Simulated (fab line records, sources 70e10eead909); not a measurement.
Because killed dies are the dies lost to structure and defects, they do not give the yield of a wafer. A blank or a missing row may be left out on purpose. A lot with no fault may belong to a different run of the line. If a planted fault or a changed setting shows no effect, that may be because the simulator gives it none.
Which tool is to blame? + flow nandHarc + 13 lots, 39 wafers sampled, at 5 steps of a route of 1302

== WHAT THE GAUGES SHOWED, per wafer ==
NHARC_P_GATE_CD_MEAS_91: target cd 2000 nm.
| lot  | measured     | on       | cdNm (nm)            |
|------|--------------|----------|----------------------|
| L307 | day 5 20:51  | cdSem-02 | 2002.1 2000.9 1996.3 |
| L308 | day 6 05:13  | cdSem-03 | 1995.0 1999.4 1994.5 |
| L309 | day 6 09:56  | cdSem-01 | 1996.9 1999.9 1999.5 |
| L310 | day 6 21:20  | cdSem-03 | 1999.1 1996.0 1999.0 |
| L311 | day 7 17:49  | cdSem-03 | 1996.1 1998.3 1996.5 |
| L312 | day 7 18:35  | cdSem-03 | 2000.9 1997.6 1996.5 |
| L315 | day 9 05:07  | cdSem-01 | 1998.6 1997.3 1998.8 |
| L316 | day 9 11:49  | cdSem-03 | 2001.4 1996.6 2001.8 |
| L318 | day 10 08:08 | cdSem-02 | 1998.0 2000.0 2000.6 |
| L319 | day 10 14:41 | cdSem-02 | 2001.0 1997.5 2001.6 |
| L327 | day 14 07:08 | cdSem-03 | 1999.8 1997.6 2000.0 |
| L329 | day 14 23:41 | cdSem-02 | 2000.4 1999.8 2001.7 |
| L330 | day 15 04:02 | cdSem-02 | 2001.9 1999.5 2003.2 |

NHARC_P_CONTACT_CD_MEAS_12: target cd 90 nm.
| lot  | measured     | on       | cdNm (nm)                     |
|------|--------------|----------|-------------------------------|
| L307 | day 6 01:38  | cdSem-01 | 90.8 90.2 89.5                |
| L308 | day 6 09:53  | cdSem-03 | 90.5 91.7 90.5                |
| L309 | day 6 14:34  | cdSem-01 | 89.7 90.0 90.0                |
| L310 | day 7 02:08  | cdSem-02 | 89.9 90.4 91.4                |
| L311 | day 7 22:20  | cdSem-03 | 90.9 90.1 90.3                |
| L312 | day 7 23:25  | cdSem-02 | 89.6 90.9 89.9                |
| L315 | day 9 09:49  | cdSem-01 | 91.1 90.2 91.4                |
| L316 | day 9 16:46  | cdSem-01 | 90.2 89.6 90.6                |
| L318 | day 10 12:43 | cdSem-01 | 85.1 86.0 92.1 85.6 85.9 92.8 |
| L319 | day 10 19:28 | cdSem-03 | 89.7 90.6 90.2                |
| L327 | day 14 11:49 | cdSem-01 | 90.8 90.4 90.0                |
| L329 | day 15 04:22 | cdSem-03 | 91.5 90.2 90.9                |
| L330 | day 15 08:35 | cdSem-03 | 91.8 91.8 90.6                |

== WHICH TOOL RAN EACH LOT (tool, then ch and the chambers of the sampled wafers, then the start) ==
| lot  | NHARC_P_GATE_STRIP_113              | NHARC_P_GATE_STRIP_95               | NHARC_P_CONTACT_EXPOSE_09         |
|------|-------------------------------------|-------------------------------------|-----------------------------------|
| L307 | plasmaAsher-01 ch 0,1, day 5 21:30  | plasmaAsher-01 ch 0,1, day 5 22:07  | arfiScanner-03 ch 0, day 6 01:30  |
| L308 | plasmaAsher-01 ch 0,1, day 6 05:44  | plasmaAsher-01 ch 0,1, day 6 06:27  | arfiScanner-02 ch 0, day 6 09:45  |
| L309 | plasmaAsher-02 ch 0, day 6 10:35    | plasmaAsher-02 ch 0, day 6 11:11    | arfiScanner-02 ch 0, day 6 14:26  |
| L310 | plasmaAsher-01 ch 0,1, day 6 21:53  | plasmaAsher-01 ch 0,1, day 6 22:37  | arfiScanner-02 ch 0, day 7 02:00  |
| L311 | plasmaAsher-02 ch 1, day 7 18:20    | plasmaAsher-02 ch 1, day 7 19:03    | arfiScanner-02 ch 0, day 7 22:12  |
| L312 | plasmaAsher-01 ch 0,1, day 7 19:20  | plasmaAsher-01 ch 0,1, day 7 19:51  | arfiScanner-03 ch 0, day 7 23:16  |
| L315 | plasmaAsher-01 ch 0,1, day 9 05:38  | plasmaAsher-01 ch 0,1, day 9 06:21  | arfiScanner-03 ch 0, day 9 09:40  |
| L316 | plasmaAsher-02 ch 0, day 9 12:43    | plasmaAsher-02 ch 0, day 9 13:20    | arfiScanner-03 ch 0, day 9 16:38  |
| L318 | plasmaAsher-01 ch 0,1, day 10 08:53 | plasmaAsher-01 ch 0,1, day 10 09:24 | arfiScanner-03 ch 0, day 10 12:35 |
| L319 | plasmaAsher-02 ch 0,1, day 10 15:12 | plasmaAsher-02 ch 0,1, day 10 15:55 | arfiScanner-02 ch 0, day 10 19:19 |
| L327 | plasmaAsher-01 ch 0,1, day 14 07:47 | plasmaAsher-01 ch 0,1, day 14 08:23 | arfiScanner-01 ch 0, day 14 11:40 |
| L329 | plasmaAsher-01 ch 0,1, day 15 00:12 | plasmaAsher-01 ch 0,1, day 15 00:55 | arfiScanner-03 ch 0, day 15 04:13 |
| L330 | plasmaAsher-01 ch 0,1, day 15 04:41 | plasmaAsher-01 ch 0,1, day 15 05:18 | arfiScanner-03 ch 0, day 15 08:27 |
- NHARC_P_GATE_STRIP_113: strips in N2/H2, time 740 s.
- NHARC_P_GATE_STRIP_95: strips in O2.
- NHARC_P_CONTACT_EXPOSE_09: exposes mask P CA, target cd 90 nm.

== WHAT THE TOOLS THEMSELVES READ (means of the sampled wafers that have a number; where no wafer has one, the mark that the record gives instead) ==
NHARC_P_GATE_STRIP_113.
| lot  | tool           | drypumpMotorCurrentA (A) | heaterPowerW (W) |
|------|----------------|--------------------------|------------------|
| L307 | plasmaAsher-01 | 5.45                     | 81               |
| L308 | plasmaAsher-01 | 5.54                     | 80               |
| L309 | plasmaAsher-02 | 5.77                     | 90               |
| L310 | plasmaAsher-01 | 5.57                     | 80               |
| L311 | plasmaAsher-02 | 5.68                     | 74               |
| L312 | plasmaAsher-01 | 5.57                     | 81               |
| L315 | plasmaAsher-01 | 5.47                     | 81               |
| L316 | plasmaAsher-02 | 5.77                     | 89               |
| L318 | plasmaAsher-01 | 5.44                     | 83               |
| L319 | plasmaAsher-02 | 5.72                     | 80               |
| L327 | plasmaAsher-01 | 5.55                     | 84               |
| L329 | plasmaAsher-01 | 5.46                     | 84               |
| L330 | plasmaAsher-01 | 5.55                     | 84               |

NHARC_P_GATE_STRIP_95.
| lot  | tool           | drypumpMotorCurrentA (A) | heaterPowerW (W) |
|------|----------------|--------------------------|------------------|
| L307 | plasmaAsher-01 | 5.46                     | 313              |
| L308 | plasmaAsher-01 | 5.55                     | 304              |
| L309 | plasmaAsher-02 | 5.79                     | 330              |
| L310 | plasmaAsher-01 | 5.56                     | 300              |
| L311 | plasmaAsher-02 | 5.69                     | 279              |
| L312 | plasmaAsher-01 | 5.53                     | 299              |
| L315 | plasmaAsher-01 | 5.43                     | 309              |
| L316 | plasmaAsher-02 | 5.78                     | 334              |
| L318 | plasmaAsher-01 | 5.45                     | 309              |
| L319 | plasmaAsher-02 | 5.71                     | 298              |
| L327 | plasmaAsher-01 | 5.57                     | 314              |
| L329 | plasmaAsher-01 | 5.42                     | 305              |
| L330 | plasmaAsher-01 | 5.55                     | 319              |

NHARC_P_CONTACT_EXPOSE_09.
| lot  | tool           | exposureDoseMJCm2 |
|------|----------------|-------------------|
| L307 | arfiScanner-03 | 81.29             |
| L308 | arfiScanner-02 | 81.23             |
| L309 | arfiScanner-02 | 81.27             |
| L310 | arfiScanner-02 | 81.26             |
| L311 | arfiScanner-02 | 81.30             |
| L312 | arfiScanner-03 | 81.34             |
| L315 | arfiScanner-03 | 81.24             |
| L316 | arfiScanner-03 | 81.29             |
| L318 | arfiScanner-03 | 84.06             |
| L319 | arfiScanner-02 | 81.23             |
| L327 | arfiScanner-01 | 81.45             |
| L329 | arfiScanner-03 | 81.22             |
| L330 | arfiScanner-03 | 81.29             |

== THE ANSWER, worked out from the rows above alone ==
Rule: the lots themselves supply what counts as usual. Put in order of their means at a reading, lots are off if they are a third of the lots or fewer, leave a main group of 4 or more, and stand apart from it by a gap of 3 or more times the standard deviation of the main group's means; of several such gaps the widest counts. A main group whose means are all the same, to the digits that the tables above print for the reading, isn't used. Also off: a lot with no number at a reading for which 4 or more lots have one. Where the step has rows for the other lots, those lots are counted as sound. The gauges are gone through in route order, then the tools' own readings, and for those a lot's mean is taken as printed above. At the first step where some lot is off, the reading lying furthest off is the one used; lots without a number count as furthest.
Off: L318 (NHARC_P_CONTACT_CD_MEAS_12, cdNm). The main group: mean 90.5 nm, standard deviation 0.42.
If a tool, at a process step before that reading, ran all the lots that are off and no sound lot after the first of them, it fits. The gauges at NHARC_P_CONTACT_CD_MEAS_12 aren't tried: what is off there is off at NHARC_P_CONTACT_EXPOSE_09 too, on other tools, and a gauge's error can't cause that. None of those tried fits.

== WHAT THE SIMULATOR PUT IN ==
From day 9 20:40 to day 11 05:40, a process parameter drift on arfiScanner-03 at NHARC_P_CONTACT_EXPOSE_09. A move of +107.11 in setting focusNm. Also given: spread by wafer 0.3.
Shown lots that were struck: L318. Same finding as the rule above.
